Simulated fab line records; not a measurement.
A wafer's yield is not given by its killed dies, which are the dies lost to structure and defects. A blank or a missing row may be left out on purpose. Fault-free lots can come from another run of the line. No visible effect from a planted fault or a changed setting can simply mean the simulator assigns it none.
Matching of chambers | flow n5Finfet | N5_BEOL_M3_ETCH_70 on rieDiel-05: 4 sister chambers
The step etches SOC in N2/H2, target depth 80 nm, overetch 16 nm, time 120 s. 16 wafers are shown with their chamber, then 8 later ones without.

EACH WAFER AND ITS CHAMBER
wafer  | chamber | drypumpMotorCurrentA (A) | throttleValvePct (%) | oesProductAu (a.u.)
L075.2 | 1       | 5.8                      | 18.0                 | 0.54
L075.3 | 0       | 5.5                      | 17.1                 | 0.69
L075.4 | 3       | 5.0                      | 17.5                 | 0.53
L079.2 | 0       | 5.5                      | 17.1                 | 0.68
L079.3 | 2       | 5.7                      | 17.4                 | 0.51
L079.5 | 0       | 5.5                      | 17.1                 | 0.68
L081.2 | 2       | 5.8                      | 17.4                 | 0.51
L081.3 | 1       | 5.8                      | 18.0                 | 0.53
L081.5 | 1       | 5.8                      | 18.0                 | 0.53
L090.3 | 3       | 5.0                      | 17.1                 | 0.71
L090.5 | 1       | 5.8                      | 17.6                 | 0.75
L090.6 | 3       | 5.0                      | 17.1                 | 0.71
L091.1 | 3       | 5.0                      | 17.1                 | 0.71
L091.4 | 3       | 5.0                      | 17.1                 | 0.71
L091.5 | 1       | 5.8                      | 17.6                 | 0.75
L092.1 | 1       | 5.8                      | 17.6                 | 0.74

SIGNATURES (means of the wafers above)
reading              | chamber 0 | chamber 1 | chamber 2 | chamber 3 | scatter within a chamber
drypumpMotorCurrentA | 5.500     | 5.800     | 5.750     | 5.000     | 0.0204
throttleValvePct     | 17.100    | 17.800    | 17.400    | 17.180    | 0.175
oesProductAu         | 0.6833    | 0.6400    | 0.5100    | 0.6740    | 0.0887
Rule: distance of a wafer from a chamber = root of the sum over the readings of ((wafer's reading minus chamber's mean) / reading's scatter) squared. If the next closest chamber is less than 2 further off than the closest, the wafer can't be placed; otherwise it belongs to the closest. The scatter is the square root of a quotient: the sum, over the shown wafers, of each reading's squared deviation from its chamber's mean, divided by wafers minus chambers.

WAFERS WITH NO CHAMBER GIVEN
wafer  | drypumpMotorCurrentA (A) | throttleValvePct (%) | oesProductAu (a.u.)
L092.3 | 5.0                      | 17.1                 | 0.70
L092.6 | 5.5                      | 17.2                 | 0.66
L094.1 | 5.7                      | 17.0                 | 0.76
L094.2 | 5.5                      | 17.2                 | 0.64
L094.6 | 5.5                      | 17.2                 | 0.65
L095.1 | 5.0                      | 17.1                 | 0.70
L095.5 | 5.0                      | 17.1                 | 0.71
L095.6 | 5.7                      | 17.0                 | 0.75

EACH ONE'S CHAMBER
wafer  | from the rows above | in truth
L092.3 | 3                   | 3
L092.6 | 0                   | 0
L094.1 | 2                   | 2
L094.2 | 0                   | 0
L094.6 | 0                   | 0
L095.1 | 3                   | 3
L095.5 | 3                   | 3
L095.6 | 2                   | 2
Placed correctly: 8 of 8. Not placeable from these rows: 0. 0 placed wrongly.
